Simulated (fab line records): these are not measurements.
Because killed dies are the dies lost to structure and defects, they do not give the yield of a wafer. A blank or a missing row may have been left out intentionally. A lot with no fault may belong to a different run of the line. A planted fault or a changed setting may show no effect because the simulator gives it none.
fab line records	flow nand-harc
[record] lots = 5	wafers = 15	last-day = 33
route steps=1302 shown P_M2@321
lots with no fault: from the same line, run without faults
start-h: start of the lot's first displayed wafer, in hours after the record's first day	wait-h: time in hours since the lot's previous step	" repeats the value in the row above	L1.1+2: one row covering several wafers at once	- no value present, or no start provided	* or withheld: withheld	< > ~ a bound
route shown NAME@n: names a module that has steps shown in the file, with the first one's number in the route	usual: mean and standard deviation over wafers with no fault	same: alike in all rows	chamber/n: place in a boat	sites: readings site by site	_std_site: the values' standard deviation	_edge_site: mean of outer sites minus mean of inner sites	radius-mm: for every site, how far away it sits from the centre of the wafer	mask NAME#n: copy n	behind: the most recent tool/chamber to have shaped the wafer	hold: why the lot was held/for how many hours/how that ended	device: which transistor (n, p or np) failed to switch	end of line: at the end of the route, the tests of the same wafers	a step without rows: its recipe alone	killed: at the first sort, the dies lost to defects and structure; wafer yield is something else	map: shows each die of a wafer: x if killed, . if not, _ if none is there
set.NAME: setting as actually run; set.NAME@STEP: the setting as run at that earlier step	model.NAME: the simulator's own value behind a step, which no gauge read
lots at some steps of the route; a table a step, a row a wafer
services: from which hour (start-h, from the record's first day; less than 0 if before it) a tool's chamber was out of use, for how many hours, and why
[[steps]]
[step NHARC_P_M2_COAT_34]
[recipe] temp-c = 200	time-s = 65
[step NHARC_P_M2_COAT_03]
[recipe] spin-rpm = 1500	resist-thk-nm = 90
[step NHARC_P_M2_SOFTBAKE_04]
[recipe] temp-c = 105	time-s = 55
[step NHARC_P_M2_EBR_05]
[step NHARC_P_M2_EXPOSE_06]
[recipe] na = 1.35	target-cd-nm = 170	dose-mj = 80.78	mask-id = P_M2
[step NHARC_P_M2_PEB_07]
[recipe] peb-temp-c = 100	peb-time-s = 65
[step NHARC_P_M2_DEVELOP_08]
[recipe] develop-time-s = 35	dev-temp-c = 23
[step NHARC_P_M2_CD_MEAS_09]
[recipe] target-cd-nm = 170	landing-energy-ev = 500
[usual] cd-nm = 170.3/0.62
lot.wafer	tool	chamber	start-h	wait-h	cd-nm
L312.1	cd-sem-02	0	155.27	-	170.6
L312.3	"	0	"	"	170.8
L312.4	"	0	"	"	170.9
L314.1	cd-sem-01	0	176.58	-	170.7
L314.2	"	0	"	"	170.5
L314.4	"	0	"	"	169.5
L320.1	cd-sem-03	0	240.75	-	170.2
L320.5	"	0	"	"	170.5
L320.6	"	0	"	"	169.4
L328.1	cd-sem-01	0	325.83	-	170.0
L328.2	"	0	"	"	169.5
L328.4	"	0	"	"	169.4
L330.1	cd-sem-02	0	343.36	-	171.9
L330.3	"	0	"	"	171.4
L330.4	"	0	"	"	170.6
[step NHARC_P_M2_OVL_MEAS_10]
[recipe] pitch-nm = 340
[usual] overlay-x-nm = 0.2/0.79	overlay-y-nm = -0.2/0.75
lot.wafer	tool	chamber	start-h	wait-h	overlay-x-nm	overlay-y-nm
L312.1	overlay-02	-	155.35	-	0.5	0.4
L312.3	"	-	"	"	0.4	-0.1
L312.4	"	-	"	"	0.3	0.5
L314.1	overlay-02	-	176.67	-	-1.1	0.2
L314.2	"	-	"	"	-1.3	0.7
L314.4	"	-	"	"	-1.8	0.5
L320.1	overlay-01	-	240.84	-	1.2	-1.8
L320.5	"	-	"	"	1.2	-1.9
L320.6	"	-	"	"	0.0	-1.0
L328.1	overlay-02	-	325.92	-	-0.2	0.4
L328.2	"	-	"	"	-0.4	0.1
L328.4	"	-	"	"	-0.1	0.8
L330.1	overlay-02	-	343.45	-	0.8	0.9
L330.3	"	-	"	"	1.2	0.4
L330.4	"	-	"	"	0.3	0.4
[step NHARC_P_M2_INSPECT_11]
[usual] raw-defect-count = 4.7/2.8
lot.wafer	tool	chamber	start-h	wait-h	raw-defect-count
L312.1	defect-inspect-01	-	155.39	0.0	2
L312.3	"	-	"	"	4
L312.4	"	-	"	"	3
L314.1	defect-inspect-01	-	176.71	0.0	6
L314.2	"	-	"	"	2
L314.4	"	-	"	"	2
L320.1	defect-inspect-01	-	240.87	0.0	4
L320.5	"	-	"	"	5
L320.6	"	-	"	"	7
L328.1	defect-inspect-01	-	325.96	0.0	10
L328.2	"	-	"	"	8
L328.4	"	-	"	"	8
L330.1	defect-inspect-01	-	343.49	0.0	4
L330.3	"	-	"	"	4
L330.4	"	-	"	"	5
[step NHARC_P_M2_DESCUM_14]
[recipe] time-s = 3	o2-flow-sccm = 200	ar-flow-sccm = 0	bias-power-w = 0	chemistry = O2
[usual] chamber-pressure-mTorr = 60.00/0.057	drypump-motor-current-A = 5.7/0.48	oes-product-au = 0.995/0.011	rf-vpp-V = 57.7/0.94	showerhead-plenum-p-Torr = 1.93/0.083	throttle-valve-pct = 11.311/0.0079
lot.wafer	tool	chamber	start-h	wait-h	chamber-pressure-mTorr	drypump-motor-current-A	oes-product-au	rf-hours-counter-h	rf-vpp-V	showerhead-plenum-p-Torr	throttle-valve-pct
L312.1	rie-diel-02	2	155.46	0.1	60.06	6.2	0.987	9.7	58.9	2.05	11.309
L312.4	"	3	"	"	59.99	5.5	0.988	9.6	57.4	1.82	11.310
L312.3	"	1	"	"	60.08	4.8	1.007	9.3	57.4	1.86	11.304
L314.4	rie-diel-13	1	176.77	0.1	59.86	5.4	1.006	0.1	58.1	1.99	11.320
L314.1	"	2	"	"	59.97	5.5	1.000	0.1	57.9	2.00	11.313
L314.2	"	0	"	"	59.99	6.1	1.011	0.1	58.3	1.86	11.300
L320.1	rie-diel-13	0	240.93	0.1	60.02	6.2	1.004	3.8	58.6	1.86	11.307
L320.5	"	0	"	"	59.93	6.2	1.007	-	57.0	1.86	11.313
L320.6	"	1	"	"	60.01	5.5	1.009	-	59.6	1.99	11.299
L328.1	rie-diel-02	2	326.02	0.1	60.10	6.2	0.994	5.8	56.1	2.04	11.314
L328.2	"	3	"	"	60.04	5.4	0.977	5.4	56.0	1.82	11.314
L328.4	"	1	"	"	59.97	4.9	0.992	5.9	58.3	1.86	11.312
L330.4	rie-diel-02	0	343.55	0.1	59.99	6.6	0.978	6.1	57.3	1.83	11.328
L330.3	"	1	"	"	60.10	4.9	0.993	6.7	58.2	1.86	11.313
L330.1	"	2	"	"	60.03	6.2	1.007	6.8	56.5	2.04	11.307
[step NHARC_P_M2_ETCH_35]
[recipe] target-depth-a = 400	overetch-a = 120	time-s = 43.94	ion-energy-ev = 200	n2-flow-sccm = 150	h2-flow-sccm = 150	ar-flow-sccm = 0	rf-w = 400	bias-w = 150	chemistry = N2/H2
[usual] bias-w = 150.0/0.47	chamber-pressure-mTorr = 30.001/0.026	drypump-motor-current-A = 5.7/0.49	h2-flow-sccm = 150.0/0.48	oes-product-au = 0.997/0.012	rf-vpp-V = 430.8/2.6	run-length-s = 65.3/0.39	showerhead-plenum-p-Torr = 2.05/0.09	throttle-valve-pct = 14.171/0.0099
lot.wafer	tool	chamber	start-h	wait-h	bias-w	chamber-pressure-mTorr	drypump-motor-current-A	h2-flow-sccm	oes-product-au	rf-hours-counter-h	rf-vpp-V	run-length-s	showerhead-plenum-p-Torr	throttle-valve-pct
L312.1	rie-diel-02	0	155.55	0.1	150.0	29.964	6.6	149.7	0.986	9.3	428.1	65.8	1.96	14.159
L312.4	"	1	"	"	150.5	29.976	4.9	149.2	0.997	9.3	429.1	65.7	1.98	14.168
L312.3	"	3	"	"	150.1	29.980	5.5	149.4	0.990	9.6	428.5	65.9	1.94	14.178
L314.4	rie-diel-13	1	176.85	0.1	150.8	30.042	5.5	149.8	1.008	0.1	434.6	65.0	2.13	14.177
L314.2	"	2	"	"	149.4	30.012	5.5	150.0	0.986	0.1	433.4	65.6	2.13	14.167
L314.1	"	0	"	"	150.0	30.006	6.2	150.3	1.017	0.1	429.4	65.1	1.98	14.180
L320.1	rie-diel-13	3	241.03	0.1	149.8	29.956	5.1	149.9	0.988	3.8	431.9	64.8	2.11	14.175
L320.6	"	1	"	"	150.2	30.046	5.5	150.3	1.017	-	432.5	65.4	2.13	14.167
L320.5	"	2	"	"	149.5	30.012	5.5	150.4	1.001	-	433.0	65.4	2.13	14.192
L328.2	rie-diel-02	2	326.10	0.1	150.7	30.020	6.2	150.0	0.991	5.9	433.8	65.0	2.18	14.168
L328.1	"	0	"	"	150.5	30.005	6.6	150.0	0.981	5.5	428.3	65.5	1.95	14.156
L328.4	"	1	"	"	150.2	30.007	4.9	150.2	0.991	5.9	429.7	65.5	1.98	14.180
L330.3	rie-diel-02	2	343.63	0.1	149.6	29.992	6.2	151.2	0.993	6.8	434.9	65.0	2.18	14.188
L330.4	"	3	"	"	149.7	30.017	5.5	150.0	0.972	6.3	428.3	66.3	1.94	14.172
L330.1	"	1	"	"	150.7	29.998	4.9	150.0	0.995	6.7	428.6	65.6	1.98	14.169
[step NHARC_P_M2_ETCH_15]
[recipe] target-depth-a = 1825	time-s = 91.2	c4f8-flow-sccm = withheld	ar-flow-sccm = 400	rf-w = 600	bias-w = 300	chemistry = C4F8/Ar
[usual] bias-w = 300.0/0.94	chamber-pressure-mTorr = 25.000/0.02	oes-product-au = 0.934/0.025	rf-vpp-V = 441.1/2.7	run-length-s = 112.6/0.39
lot.wafer	tool	chamber	start-h	wait-h	bias-w	chamber-pressure-mTorr	oes-product-au	rf-hours-counter-h	rf-vpp-V	run-length-s
L312.1	rie-diel-02	0	155.64	-	299.4	24.977	0.907	9.3	438.7	112.9
L312.4	"	1	"	"	300.2	24.997	0.917	9.4	440.5	112.8
L312.3	"	2	"	"	299.4	25.023	0.930	9.7	444.3	112.0
L314.2	rie-diel-13	0	176.94	-	300.8	25.015	0.986	0.1	438.7	112.7
L314.4	"	1	"	"	300.3	24.992	0.960	0.1	444.6	112.3
L314.1	"	2	"	"	298.9	25.042	0.957	0.1	443.1	112.9
L320.1	rie-diel-13	2	241.13	-	299.7	25.002	0.924	3.7	443.6	112.7
L320.6	"	3	"	"	-	25.001	0.921	-	443.6	99.3
L320.5	"	0	"	"	301.2	25.000	0.933	-	437.6	112.5
L328.4	rie-diel-02	0	326.19	-	300.1	25.014	0.908	5.5	437.0	112.7
L328.1	"	2	"	"	301.1	24.998	0.919	5.9	444.9	112.4
L328.2	"	3	"	"	300.1	25.011	0.906	5.4	439.1	113.2
L330.1	rie-diel-02	3	343.72	-	299.7	25.012	0.897	6.3	438.3	113.1
L330.4	"	0	"	"	298.9	25.038	0.914	6.2	438.1	112.6
L330.3	"	2	"	"	299.7	24.996	0.931	6.8	444.9	112.2
[step NHARC_P_M2_CD_MEAS_16]
[usual] cd-nm = 170.2/0.75
lot.wafer	tool	chamber	start-h	wait-h	cd-nm
L312.1	cd-sem-03	-	155.76	-	170.4
L312.3	"	-	"	"	171.9
L312.4	"	-	"	"	170.7
L314.1	cd-sem-01	-	177.07	-	170.0
L314.2	"	-	"	"	170.9
L314.4	"	-	"	"	169.8
L320.1	cd-sem-03	-	241.24	-	170.6
L320.5	"	-	"	"	170.0
L320.6	"	-	"	"	170.4
L328.1	cd-sem-03	-	326.32	-	169.9
L328.2	"	-	"	"	169.1
L328.4	"	-	"	"	169.7
L330.1	cd-sem-02	-	343.85	-	172.2
L330.3	"	-	"	"	171.1
L330.4	"	-	"	"	171.0
[[services]]
tool	chamber	start-h	hours	kind
rie-diel-02	0	146.79	-	clean
rie-diel-02	1	146.79	-	clean
rie-diel-02	2	146.79	-	clean
rie-diel-02	3	146.79	-	clean
rie-diel-13	-	165.00	9.0	pm
rie-diel-02	0	171.29	-	clean
rie-diel-02	1	171.29	-	clean
rie-diel-02	2	171.29	-	clean
rie-diel-02	3	171.29	-	clean
rie-diel-02	2	176.32	5.1	repair
rie-diel-02	0	195.79	-	clean
rie-diel-02	1	195.79	-	clean
rie-diel-02	2	195.79	-	clean
rie-diel-02	3	195.79	-	clean
rie-diel-02	-	216.79	9.0	pm
rie-diel-02	0	216.79	9.0	vent-cycle
rie-diel-02	1	216.79	9.0	vent-cycle
rie-diel-02	2	216.79	9.0	vent-cycle
rie-diel-02	3	216.79	9.0	vent-cycle
rie-diel-02	-	245.40	0.6	repair
rie-diel-13	0	251.41	1.9	repair
rie-diel-13	3	279.35	7.7	repair
rie-diel-13	0	314.81	3.6	repair
rie-diel-13	-	342.00	9.0	pm
[[key]]
[first-sign] step = NHARC_P_M2_ETCH_15	reading = run-length-s	direction = down	sigmas = 34	usual = *	struck = *
effect none on later readings
met-at NHARC_P_M2_ETCH_15
struck-wafers L320.6
sort-left-out L320.6
onset-between 176.94 241.13
[fault] kind = process-parameter-drift	tool = rie-diel-13	chamber = -	onset-h = 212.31	steps = NHARC_P_M2_ETCH_15	channel = time-s	offset = *	shape = step	end-h = 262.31	scope = struck-wafers-only	acts-in = *	stated = *
// sort-left-out: the simulated sort isn't trusted on such a fault, so these wafers' sort isn't shown, and their yield isn't known
